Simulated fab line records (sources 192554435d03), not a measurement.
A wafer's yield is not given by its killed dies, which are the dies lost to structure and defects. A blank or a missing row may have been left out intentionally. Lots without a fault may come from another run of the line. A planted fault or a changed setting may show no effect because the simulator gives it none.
Split-lot trial | flow n5_finfet | route with 1938 steps; 7 lots, 39 wafers read

THE SPLIT
At N5_MIM_BOT_SPUTTER_00 (material TiN, target thk 35 nm, time 89.7 s), the setting time_s was moved away from the recipe's 89.7 s on 15 of the 39 wafers read, by -39.5% to +47.2%. The other wafers ran this setting at the recipe's value.

Reading taken at the split's own step.

THE READING
TiN_of_MIM_BOT_SPUTTER_00.thk_nm (the simulator's own value, which no gauge read), in nm, at N5_MIM_BOT_SPUTTER_00 (material TiN, target thk 35 nm, time 89.7 s). The file does not state a usual value for it. Average 34.9 nm, standard deviation 0.48 nm, over the 24 wafers here run with the recipe.

wafer  | tool, chamber at the split | time_s as run, s | against the recipe | TiN_of_MIM_BOT_SPUTTER_00.thk_nm, nm | against lot-mates on the recipe
L083.3 | pvd_sputter-02, -          | 89.7             | recipe             | 34.8                                 | -
L083.4 | pvd_sputter-02, -          | 89.7             | recipe             | 35.6                                 | -
L083.5 | pvd_sputter-02, -          | 89.7             | recipe             | 35.6                                 | -
L086.1 | pvd_sputter-03, -          | 89.7             | recipe             | 34.6                                 | -
L086.2 | pvd_sputter-03, -          | 89.7             | recipe             | 34.8                                 | -
L086.5 | pvd_sputter-03, -          | 89.7             | recipe             | 34.8                                 | -
L086.3 | pvd_sputter-03, -          | 54.26            | -39.5%             | 20.6                                 | -14.1
L086.4 | pvd_sputter-03, -          | 54.26            | -39.5%             | 21                                   | -13.7
L086.6 | pvd_sputter-03, -          | 54.26            | -39.5%             | 20.8                                 | -13.9
L085.1 | pvd_sputter-01, -          | 89.7             | recipe             | 34.2                                 | -
L085.2 | pvd_sputter-01, -          | 124              | +38.2%             | 47.8                                 | +13.7
L085.3 | pvd_sputter-01, -          | 124              | +38.2%             | 47.4                                 | +13.3
L085.4 | pvd_sputter-01, -          | 124              | +38.2%             | 48                                   | +13.9
L085.5 | pvd_sputter-01, -          | 89.7             | recipe             | 33.8                                 | -
L085.6 | pvd_sputter-01, -          | 89.7             | recipe             | 34.4                                 | -
L089.1 | pvd_sputter-02, -          | 132              | +47.2%             | 51.6                                 | +17.0
L089.2 | pvd_sputter-02, -          | 132              | +47.2%             | 50.6                                 | +16.0
L089.3 | pvd_sputter-02, -          | 89.7             | recipe             | 34.4                                 | -
L089.4 | pvd_sputter-02, -          | 89.7             | recipe             | 34.6                                 | -
L089.5 | pvd_sputter-02, -          | 89.7             | recipe             | 34.8                                 | -
L089.6 | pvd_sputter-02, -          | 132              | +47.2%             | 50.4                                 | +15.8
L093.1 | pvd_sputter-02, -          | 89.7             | recipe             | 35                                   | -
L093.2 | pvd_sputter-02, -          | 68.13            | -24.0%             | 27                                   | -7.7
L093.3 | pvd_sputter-02, -          | 68.13            | -24.0%             | 26                                   | -8.7
L093.4 | pvd_sputter-02, -          | 89.7             | recipe             | 34.6                                 | -
L093.5 | pvd_sputter-02, -          | 68.13            | -24.0%             | 26.4                                 | -8.3
L093.6 | pvd_sputter-02, -          | 89.7             | recipe             | 34.4                                 | -
L094.1 | pvd_sputter-02, -          | 89.7             | recipe             | 35.8                                 | -
L094.2 | pvd_sputter-02, -          | 89.7             | recipe             | 34.6                                 | -
L094.5 | pvd_sputter-02, -          | 89.7             | recipe             | 34.6                                 | -
L094.3 | pvd_sputter-02, -          | 89.7             | recipe             | 35.4                                 | -
L094.6 | pvd_sputter-02, -          | 89.7             | recipe             | 35.4                                 | -
L094.4 | pvd_sputter-02, -          | 89.7             | recipe             | 35.2                                 | -
L095.1 | pvd_sputter-02, -          | 89.7             | recipe             | 35.4                                 | -
L095.2 | pvd_sputter-02, -          | 89.7             | recipe             | 35                                   | -
L095.3 | pvd_sputter-02, -          | 89.7             | recipe             | 34.8                                 | -
L095.4 | pvd_sputter-02, -          | 118              | +31.5%             | 46.2                                 | +11.1
L095.5 | pvd_sputter-02, -          | 118              | +31.5%             | 45.6                                 | +10.5
L095.6 | pvd_sputter-02, -          | 118              | +31.5%             | 46.4                                 | +11.3

THE FIT
A straight line over all 39 wafers: TiN_of_MIM_BOT_SPUTTER_00.thk_nm changes by +0.346 nm for each +1% of time_s; r = +1.00; the points scatter about the line by 0.49 nm.
The same after taking each lot's own level away (the mean of its wafers on the recipe; 39 wafers): +0.349 nm for each +1%; r = +1.00; scatter 0.36 nm.
According to that fit, moving time_s by its largest amount changes the reading by 16 nm.
The span of the lots' own levels, 34.13 to 35.33 nm, comes to 2.5 times the standard deviation stated above.
Hence the lot-to-lot level has little effect on the slope; both slopes agree.
Check: +16.4 nm against its lot-mates is what the line predicts for one of the wafers moved furthest among these (+47.2%) when that wafer is left out of the fit. It came out at +17 nm against them.

ADDITIONAL SPLITS CARRIED BY THESE WAFERS
Other splits were also applied to these wafers ahead of the reading. Each is held against what the fit with the lots' levels taken away leaves over:
other split on the same wafers    | wafers away from the commonest value | r with TiN_of_MIM_BOT_SPUTTER_00.thk_nm (lot level and that fit taken away)
N5_BEOL_M12_TRENCH_ETCH_34 time_s | 9                                    | -0.07

THE FILE'S OWN FIT
TiN_of_MIM_BOT_SPUTTER_00.thk_nm changes by +0.349 nm for each +1% of time_s, r = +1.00.
